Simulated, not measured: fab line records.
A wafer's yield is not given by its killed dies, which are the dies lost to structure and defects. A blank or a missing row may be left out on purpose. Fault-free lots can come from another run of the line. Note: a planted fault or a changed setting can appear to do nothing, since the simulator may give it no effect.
2 desks, one fault | flow n5Finfet | each desk holds nothing but its own numbers, with what lay behind them at the end

## METROLOGY DESK
Means of the sampled wafers that have a number, per lot and without regard to the tool the lot ran on: this is what the gauges read. The brackets show how far a lot's mean lies from the usual mean; more than 4 standard deviations puts the lot out of limits, marked OUT.
Columns: A = M12_OVL at N5_BEOL_M12_OVL_MEAS_29, usual 3 nm
lot  | first seen here | A
L630 | day 10 03:25    | 4
L631 | day 10 14:55    | 7
L633 | day 10 21:19    | -1
L634 | day 11 01:43    | 8
L635 | day 11 20:20    | 5
L637 | day 12 13:50    | 5
L642 | day 13 03:59    | 0
L641 | day 13 04:43    | 0
L644 | day 14 06:50    | 1
L650 | day 15 12:17    | 2
L652 | day 16 10:24    | 2
Finding of this desk: none of the 11 lots has anything out of limits.

## THE TOOL OWNER'S DESK: rieDiel-04
The tool's own readings at N5_BEOL_M12_ETCH_67 (etches SiARC in CF4, target depth 143 nm, time 238.3 s): means of the sampled wafers that have a number, for each lot that ran on this tool. The brackets show how far a lot's mean lies from the usual mean; more than 4 standard deviations puts the lot out of limits, marked OUT. Readings shown: 7 out of 8 (the first out of limits, and those lying furthest out on some lot).
Columns: A = chamberPressureMTorr at N5_BEOL_M12_ETCH_67, usual 40.00 mTorr; B = etchRfOnTimeS at N5_BEOL_M12_ETCH_67, usual 241 s; C = mfcArSccm at N5_BEOL_M12_ETCH_67, usual 100.0 sccm; D = oesProductAu at N5_BEOL_M12_ETCH_67, usual 0.70 a.u.; E = rfVppV at N5_BEOL_M12_ETCH_67, usual 184.1 V; F = showerheadPlenumPTorr at N5_BEOL_M12_ETCH_67, usual 2.12 Torr; G = throttleValvePct at N5_BEOL_M12_ETCH_67, usual 15.48 %
lot  | first seen here | A     | B              | C     | D    | E     | F    | G
L630 | day 10 03:31    | 40.00 | 245            | 99.9  | 0.72 | 183.9 | 2.19 | 15.63
L642 | day 13 04:14    | 40.00 | 239            | 100.1 | 0.64 | 182.6 | 2.11 | 15.75
L644 | day 14 06:55    | 40.02 | 238            | 100.2 | 0.68 | 185.3 | 2.12 | 15.51
L650 | day 15 12:22    | 40.00 | 202 (-6.2) OUT | 100.0 | 0.90 | 185.5 | 2.25 | 15.29
L652 | day 16 10:34    | 40.03 | 206 (-5.5) OUT | 99.8  | 0.79 | 185.1 | 2.16 | 15.53
This desk's finding: out of limits on L650, L652; first on L650, day 15 12:22 (etchRfOnTimeS at N5_BEOL_M12_ETCH_67). In limits: L630, L642, L644.

## BROUGHT TOGETHER
The tool owner's desk could have raised an alarm at day 15 12:22, on L650, L652.
Metrology desk: nothing out of limits seen.
The metrology desk has L650, L652 on record, within its limits.
Of the lots named, all ran N5_BEOL_M12_ETCH_67 on rieDiel-04.

## WHAT THE SIMULATOR HAD INSERTED
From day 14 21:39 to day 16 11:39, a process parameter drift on rieDiel-04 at N5_BEOL_M12_ETCH_67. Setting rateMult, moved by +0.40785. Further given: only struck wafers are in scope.
Shown lots that were struck: L650, L652.
Hours from the fault's start to each desk's first reading out of limits: the tool owner's desk, 15.
